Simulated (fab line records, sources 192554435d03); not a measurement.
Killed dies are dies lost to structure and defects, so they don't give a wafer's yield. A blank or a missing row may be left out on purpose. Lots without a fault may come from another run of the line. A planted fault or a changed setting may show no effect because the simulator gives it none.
Which tool did it? | flow n5_finfet | 11 lots, 33 wafers sampled, at 4 steps of a route of 1938

WHAT THE GAUGES READ, wafer by wafer
N5_HKMG_FIN_INSPECT_14: inspects for defects (macro).
lot  | measured    | on                | raw_defect_count
L228 | day 4 09:59 | defect_inspect-01 | 3 1 3
L230 | day 4 22:38 | defect_inspect-01 | 0 3 1
L235 | day 6 04:00 | defect_inspect-02 | 4 3 1
L237 | day 6 15:56 | defect_inspect-02 | 2 4 1
L239 | day 7 04:39 | defect_inspect-02 | 1 3 0
L238 | day 7 06:10 | defect_inspect-01 | 2 2 4
L244 | day 8 11:44 | defect_inspect-01 | 1 1 1
L245 | day 8 14:59 | defect_inspect-02 | 2 3 1
L246 | day 9 00:15 | defect_inspect-02 | 1 2 3
L248 | day 9 11:17 | defect_inspect-01 | 1 2 2
L249 | day 9 17:24 | defect_inspect-01 | 1 0 4

WHICH TOOL RAN EACH LOT (tool, then ch and the chambers of the sampled wafers, then the start)
lot  | N5_HKMG_FIN_DESCUM_53             | N5_HKMG_FIN_ETCH_55               | N5_HKMG_FIN_ALD_36
L228 | rie_diel-04 ch 1,2,3, day 4 06:39 | rie_diel-04 ch 1,2,3, day 4 06:44 | ald_metal-02 ch 0,3, day 4 08:47
L230 | rie_diel-03 ch 2,3, day 4 19:19   | rie_diel-03 ch 2,3, day 4 19:24   | ald_metal-03 ch 0,3, day 4 21:33
L235 | rie_diel-04 ch 1,2, day 6 00:40   | rie_diel-04 ch 1,2, day 6 00:45   | ald_metal-02 ch 2,3, day 6 02:47
L237 | rie_diel-03 ch 0,1,2, day 6 12:35 | rie_diel-03 ch 0,1,2, day 6 12:41 | ald_metal-02 ch 0,1, day 6 14:43
L239 | rie_diel-04 ch 0,1,2, day 7 01:05 | rie_diel-04 ch 0,1,2, day 7 01:10 | ald_metal-02 ch 0,2,3, day 7 03:26
L238 | rie_diel-03 ch 0,1, day 7 02:57   | rie_diel-03 ch 0,1, day 7 03:03   | ald_metal-02 ch 0,2, day 7 05:05
L244 | rie_diel-04 ch 0,2,3, day 8 08:30 | rie_diel-04 ch 0,2,3, day 8 08:35 | ald_metal-03 ch 0,2,3, day 8 10:40
L245 | rie_diel-01 ch 0,2, day 8 11:30   | rie_diel-01 ch 0,2, day 8 11:35   | ald_metal-01 ch 2,3, day 8 13:47
L246 | rie_diel-03 ch 0,1,2, day 8 20:55 | rie_diel-03 ch 0,1,2, day 8 21:00 | ald_metal-03 ch 0,1,3, day 8 23:02
L248 | rie_diel-04 ch 0,2, day 9 07:59   | rie_diel-04 ch 0,2, day 9 08:04   | ald_metal-01 ch 1,3, day 9 10:12
L249 | rie_diel-01 ch 0,2, day 9 14:03   | rie_diel-01 ch 0,2, day 9 14:08   | ald_metal-01 ch 0,1,3, day 9 16:11
- N5_HKMG_FIN_DESCUM_53: chemistry O2, time 7.9 s.
- N5_HKMG_FIN_ETCH_55: etches SOC in N2/H2, target depth 240 nm, time 300 s.
- N5_HKMG_FIN_ALD_36: deposits TiN, target thk 1 nm, pulse time 1 s, purge time 3 s.

WHAT THE TOOLS THEMSELVES READ (means of the sampled wafers that have a number; where no wafer has one, the mark that the record gives instead)
N5_HKMG_FIN_DESCUM_53.
lot  | tool        | drypump_motor_current_A (A) | oes_product_au (a.u.) | rf_vpp_V (V) | showerhead_plenum_p_Torr (Torr) | throttle_valve_pct (%)
L228 | rie_diel-04 | 5.7                         | 0.74                  | 241.6        | 2.02                            | 20.41
L230 | rie_diel-03 | 5.0                         | 0.74                  | 244.4        | 2.11                            | 20.62
L235 | rie_diel-04 | 5.4                         | 0.92                  | 244.4        | 2.20                            | 20.13
L237 | rie_diel-03 | 5.8                         | 0.77                  | 243.4        | 2.09                            | 20.38
L239 | rie_diel-04 | 5.5                         | 0.88                  | 243.5        | 2.13                            | 20.21
L238 | rie_diel-03 | 5.8                         | 0.75                  | 244.2        | 2.11                            | 20.36
L244 | rie_diel-04 | 5.8                         | 0.80                  | 242.5        | 2.04                            | 20.38
L245 | rie_diel-01 | 5.4                         | 0.88                  | 244.7        | 2.19                            | 20.30
L246 | rie_diel-03 | 5.8                         | 0.86                  | 242.9        | 2.08                            | 20.30
L248 | rie_diel-04 | 5.6                         | 0.86                  | 242.4        | 2.07                            | 20.30
L249 | rie_diel-01 | 5.6                         | 0.83                  | 243.8        | 2.15                            | 20.33

N5_HKMG_FIN_ETCH_55.
lot  | tool        | drypump_motor_current_A (A) | oes_product_au (a.u.) | rf_vpp_V (V) | showerhead_plenum_p_Torr (Torr) | throttle_valve_pct (%)
L228 | rie_diel-04 | 5.7                         | 0.73                  | 522.2        | 2.46                            | 17.86
L230 | rie_diel-03 | 5.0                         | 0.74                  | 525.0        | 2.57                            | 18.10
L235 | rie_diel-04 | 5.4                         | 0.91                  | 527.3        | 2.67                            | 17.56
L237 | rie_diel-03 | 5.8                         | 0.78                  | 524.3        | 2.55                            | 17.86
L239 | rie_diel-04 | 5.5                         | 0.88                  | 525.1        | 2.59                            | 17.59
L238 | rie_diel-03 | 5.8                         | 0.75                  | 524.5        | 2.56                            | 17.77
L244 | rie_diel-04 | 5.8                         | 0.80                  | 521.3        | 2.48                            | 17.79
L245 | rie_diel-01 | 5.5                         | 0.87                  | 527.4        | 2.66                            | 17.63
L246 | rie_diel-03 | 5.8                         | 0.86                  | 523.5        | 2.54                            | 17.76
L248 | rie_diel-04 | 5.6                         | 0.84                  | 522.8        | 2.51                            | 17.66
L249 | rie_diel-01 | 5.6                         | 0.83                  | 525.8        | 2.60                            | 17.65

N5_HKMG_FIN_ALD_36.
lot  | tool         | heater_power_w (W) | precursor_pulse_height_rel
L228 | ald_metal-02 | 1015               | 0.992
L230 | ald_metal-03 | 811                | 1.011
L235 | ald_metal-02 | 978                | 0.999
L237 | ald_metal-02 | 982                | 0.999
L239 | ald_metal-02 | 986                | 1.001
L238 | ald_metal-02 | 1012               | 1.006
L244 | ald_metal-03 | 774                | 1.021
L245 | ald_metal-01 | 947                | 1.014
L246 | ald_metal-03 | 853                | 1.002
L248 | ald_metal-01 | 865                | 0.993
L249 | ald_metal-01 | 848                | 0.980

THE ANSWER, worked out from the rows above alone
Rule: what is usual is taken from the lots themselves. Put in order of their means at a reading, lots are off if they are a third of the lots or fewer, leave a main group of 4 or more, and stand apart from it by a gap of 3 or more times the standard deviation of the main group's means; of several such gaps the widest counts. A main group whose means are all the same, to the digits that the tables above print for the reading, isn't used. A lot without any number at a reading at which 4 lots or more have one is off too. The other lots that the step has rows for count as sound. The gauges are gone through in route order, then the tools' own readings, and for those a lot's mean is taken as printed above. The first step at which some lot is off is used, and at that step the reading that is off furthest; a lot without a number counts as furthest.
No lot is off at any reading shown: from this, nothing can be told.

WHAT THE SIMULATOR HAD PUT IN
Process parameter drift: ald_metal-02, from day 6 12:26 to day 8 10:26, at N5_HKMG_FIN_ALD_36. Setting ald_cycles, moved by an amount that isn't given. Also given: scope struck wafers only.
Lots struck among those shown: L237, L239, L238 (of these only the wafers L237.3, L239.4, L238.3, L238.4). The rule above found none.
